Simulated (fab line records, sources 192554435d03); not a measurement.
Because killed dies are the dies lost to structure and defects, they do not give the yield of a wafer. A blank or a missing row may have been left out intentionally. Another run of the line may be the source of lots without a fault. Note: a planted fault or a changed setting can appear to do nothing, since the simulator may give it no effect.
A struck lot beside a sound one / flow n5-finfet / 39 steps out of a route of 1938
Sound: wafers L178.1, L178.2, L178.4. Struck: wafer L191.5 (left out: L191.2, L191.3 of the same lot, which were not struck); the cause appears at the end.
For every step that has rows: the tool of each side, followed by ch and its chambers, followed by its first start. Under that, the readings that differ: sound wafers / struck wafers / difference of the means / sigmas: that difference in standard deviations of wafers without a fault.
alike: a reading whose means differ by less than 2 such deviations, as well as words and numbers matching on both sides. not compared: withheld readings; readings where some wafer has no value; bounds like >300 that might hide an equal value; numbers whose values overlap and for which the record gives no deviation.
A row with sigmas, a row that says differs or no value, or rows on one side alone: a step with any of these is where the two part. Non-overlapping numbers with no deviation appear without sigmas and do not part them. A reading that every wafer of one side lacks parts them only if that side has two wafers or more.

first, 12 steps without rows for these wafers: N5_BEOL_M3_ANNEAL_87 (time 240 s); N5_BEOL_M3_SPUTTER_88 (material Cu, target thk 4.5 nm, time 8.29 s); N5_BEOL_M3_ANNEAL_89 (time 240 s); N5_BEOL_M3_SPUTTER_90 (material Cu, target thk 4.5 nm, time 8.29 s); N5_BEOL_M3_ANNEAL_91 (time 240 s); N5_BEOL_M3_SPUTTER_92 (material Cu, target thk 4.5 nm, time 8.29 s); N5_BEOL_M3_ANNEAL_93 (time 240 s); N5_BEOL_M3_SPUTTER_94 (material Cu, target thk 4.5 nm, time 8.29 s); N5_BEOL_M3_ANNEAL_95 (time 240 s); N5_BEOL_M3_SPUTTER_96 (material Cu, target thk 4.5 nm, time 8.29 s); N5_BEOL_M3_ECD_50 (material Cu, target thk 300 nm); N5_BEOL_M3_ANNEAL_51 (time 90 s).
N5_BEOL_M3_CMP_52: polishes, stops on SiOC, t overpolish 6.8 s, target thk 40 nm.
  sound on cmp-03 ch 0,1,2, day 10 22:13; struck on cmp-03 ch 3, day 14 23:38
reading=barrier-field-endpoint-s (s); sound=24.3 24.4 25.2; struck=41.3; difference=+16.7; sigmas=+30
reading=overpolish-run-s (s); sound=6.805 6.805 6.813; struck=0.041; difference=-6.767; sigmas=-99 or more
reading=time-to-endpoint-s (s); sound=60 59 59; struck=80; difference=+21; sigmas=+7
  alike: clearing-platen-down-force-psi, edge-zone-pressure-frac, motor-current-A
  not compared: model.SiOC_of_BEOL_M3_ILD_DEP_00.thk-nm
N5_BEOL_M3_THK_MEAS_53: measures by xrf.
  sound on film-metro-02 at day 10 22:29; struck on film-metro-02 at day 14 23:52
reading=M3_THK (nm); sound=39.5 38.1 41.0; struck=144.7; difference=+105.2; sigmas=+70
then, 4 steps without rows for these wafers: N5_BEOL_M3_PRE_CLEAN_60 (time 15 s); N5_BEOL_M3_CO_CAP_55 (material Co, precursor CCTBA/H2, target thk 2 nm, time 102.1 s); N5_BEOL_M3_PRE_CLEAN_56 (time 15 s); N5_BEOL_M3_DEP_57 (deposits SiCN from 3MS/NH3, target thk 8 nm, time 14 s).
N5_BEOL_M3_INSPECT_59: inspects for defects (darkfield).
  sound on defect-inspect-01 at day 10 22:47; struck on defect-inspect-02 at day 15 00:14
reading=raw-defect-count; sound=73 53 52; struck=5111; difference=+5052; sigmas=+99 or more
then, 18 steps without rows for these wafers: N5_BEOL_M4_ILD_DEP_00 (deposits SiOC from DEMS/O2, target thk 79 nm, time 15.3 s); N5_BEOL_M4_PECVD_72 (deposits SiO2 from TEOS/O2, target thk 16 nm, time 18 s); N5_BEOL_M4_HM_DEP_02 (deposits TiN, target thk 20 nm); N5_BEOL_M4_COAT_61 (time 60 s, resist thk 60 nm); N5_BEOL_M4_COAT_62 (time 60 s, resist thk 12 nm); N5_BEOL_M4_COAT_73 (time 60 s, resist thk 5 nm); N5_BEOL_M4_COAT_05 (resist thk 30 nm); N5_BEOL_M4_EBR_07; N5_BEOL_M4_SOFTBAKE_06 (time 60 s); N5_BEOL_M4_EXPOSE_08 (exposes mask M4); N5_BEOL_M4_PEB_09 (peb time 60 s); N5_BEOL_M4_DEVELOP_10 (develop time 30 s); N5_BEOL_M4_DESCUM_16 (chemistry O2, time 7 s); N5_BEOL_M4_ETCH_74 (etches underlayer in N2/H2, target depth 6.5 nm, time 5.2 s); N5_BEOL_M4_ETCH_63 (etches SiARC in CF4, target depth 15.6 nm, time 26 s); N5_BEOL_M4_ETCH_64 (etches SOC in N2/H2, target depth 75 nm, overetch 22.5 nm, time 121.9 s); N5_BEOL_M4_STRIP_65 (strips in N2/H2); N5_BEOL_M4_STRIP_75 (strips in N2/H2).
N5_BEOL_M4_RC_MEAS_101:
  the record has rows for the sound wafers here (prober-02 ch 0, day 12 11:29) and none for the struck ones
-- a jump in the record: the struck wafers' starts before and after are 6 days apart (it breaks off in module BEOL_M4 and resumes in module PASSIVATION, where the first step shown is number 1936 of the route) --
N5_PASSIVATION_PROBE_49:
  sound on prober-01 at day 17 03:32; struck on prober-02 at day 21 02:31
reading=defect-limited-yield (%); sound=92.0 92.2 91.4; struck=0; difference=-92; sigmas=-54
reading=killed_at_M0_to_M3; sound=47 35 26; struck=1126; difference=+1090; sigmas=+91
reading=killed-dies; sound=94 92 102; struck=1180; difference=+1084; sigmas=+54
reading=killed-on-rim; sound=15 11 13; struck=152; difference=+139; sigmas=+32
reading=sort-n-pass; sound=1086 1088 1078; struck=0; difference=-1084; sigmas=-54
reading=sort-yield-pct (%); sound=92.0 92.2 91.4; struck=0; difference=-92; sigmas=-54
  alike: killed_at_M4_up, killed-at-contacts, killed-at-front-end, killed-at-other, killed-open, killed-short, sort_bin_5_function, sort_bin_6_memory

WHERE THEY PART
Last at N5_PASSIVATION_PROBE_49 as far as this record goes, first at N5_BEOL_M3_CMP_52.

WHY: what had been put in by the simulator
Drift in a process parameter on cmp-03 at N5_BEOL_M3_CMP_52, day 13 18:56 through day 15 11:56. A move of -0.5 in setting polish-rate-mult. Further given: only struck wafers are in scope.
